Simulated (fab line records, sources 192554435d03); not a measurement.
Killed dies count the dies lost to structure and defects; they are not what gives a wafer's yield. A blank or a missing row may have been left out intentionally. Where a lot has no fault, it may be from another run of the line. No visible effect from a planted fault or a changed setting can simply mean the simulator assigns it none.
Matching of chambers || flow n5 finfet || pecvd-04 running N5_BEOL_M7_DEP_56: 3 sister chambers
The step deposits SiCN from 3MS/NH3, target thk 10 nm, time 17.5 s. 6 wafers are shown with their chamber, then 9 later ones without.

WAFERS PAIRED WITH THEIR CHAMBERS
{"wafer": "L077.1", "chamber": 1, "showerhead plenum p Torr (Torr)": 3.670, "throttle valve pct (%)": 8.5}
{"wafer": "L086.2", "chamber": 2, "showerhead plenum p Torr (Torr)": 3.668, "throttle valve pct (%)": 8.4}
{"wafer": "L086.5", "chamber": 1, "showerhead plenum p Torr (Torr)": 3.666, "throttle valve pct (%)": 8.6}
{"wafer": "L090.1", "chamber": 0, "showerhead plenum p Torr (Torr)": 3.638, "throttle valve pct (%)": 8.5}
{"wafer": "L090.5", "chamber": 0, "showerhead plenum p Torr (Torr)": 3.651, "throttle valve pct (%)": 8.5}
{"wafer": "L090.6", "chamber": 2, "showerhead plenum p Torr (Torr)": 3.672, "throttle valve pct (%)": 8.4}

WAFERS WHOSE CHAMBER IS MISSING
{"wafer": "L092.2", "showerhead plenum p Torr (Torr)": 3.681, "throttle valve pct (%)": 8.4}
{"wafer": "L092.5", "showerhead plenum p Torr (Torr)": 3.651, "throttle valve pct (%)": 8.5}
{"wafer": "L092.6", "showerhead plenum p Torr (Torr)": 3.673, "throttle valve pct (%)": 8.4}
{"wafer": "L095.1", "showerhead plenum p Torr (Torr)": 3.670, "throttle valve pct (%)": 8.6}
{"wafer": "L095.5", "showerhead plenum p Torr (Torr)": 3.662, "throttle valve pct (%)": 8.8}
{"wafer": "L095.6", "showerhead plenum p Torr (Torr)": 3.636, "throttle valve pct (%)": 8.7}
{"wafer": "L097.1", "showerhead plenum p Torr (Torr)": 3.641, "throttle valve pct (%)": 8.7}
{"wafer": "L097.4", "showerhead plenum p Torr (Torr)": 3.670, "throttle valve pct (%)": 8.6}
{"wafer": "L097.5", "showerhead plenum p Torr (Torr)": 3.645, "throttle valve pct (%)": 8.6}

THE CHAMBER EACH PASSED THROUGH
{"wafer": "L092.2", "from the rows above": 2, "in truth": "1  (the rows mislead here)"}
{"wafer": "L092.5", "from the rows above": 0, "in truth": 0}
{"wafer": "L092.6", "from the rows above": 2, "in truth": 2}
{"wafer": "L095.1", "from the rows above": 1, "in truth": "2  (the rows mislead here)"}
{"wafer": "L095.5", "from the rows above": "can't be placed: 1 or 0", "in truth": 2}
{"wafer": "L095.6", "from the rows above": "can't be placed: 0 or 1", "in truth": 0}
{"wafer": "L097.1", "from the rows above": "can't be placed: 0 or 1", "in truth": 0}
{"wafer": "L097.4", "from the rows above": 1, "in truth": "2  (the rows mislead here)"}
{"wafer": "L097.5", "from the rows above": "can't be placed: 0 or 1", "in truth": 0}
Correctly placed: 2 of 9. From these rows, 4 cannot be placed; in 3 the true chamber is one of the candidates. 3 placed wrongly.
How it was worked out, from the rows above alone: a wafer's distance from a chamber is the root of the sum, over the readings, of the square of ((its reading less the chamber's mean) divided by the reading's scatter). If the next closest chamber is less than 2 further off than the closest, the wafer can't be placed; otherwise it belongs to the closest. A chamber's mean is the mean of its shown wafers. How the scatter is found: for the shown wafers, subtract from each reading the mean of its chamber, square and add these, divide the total by (wafers less chambers), then take the root.
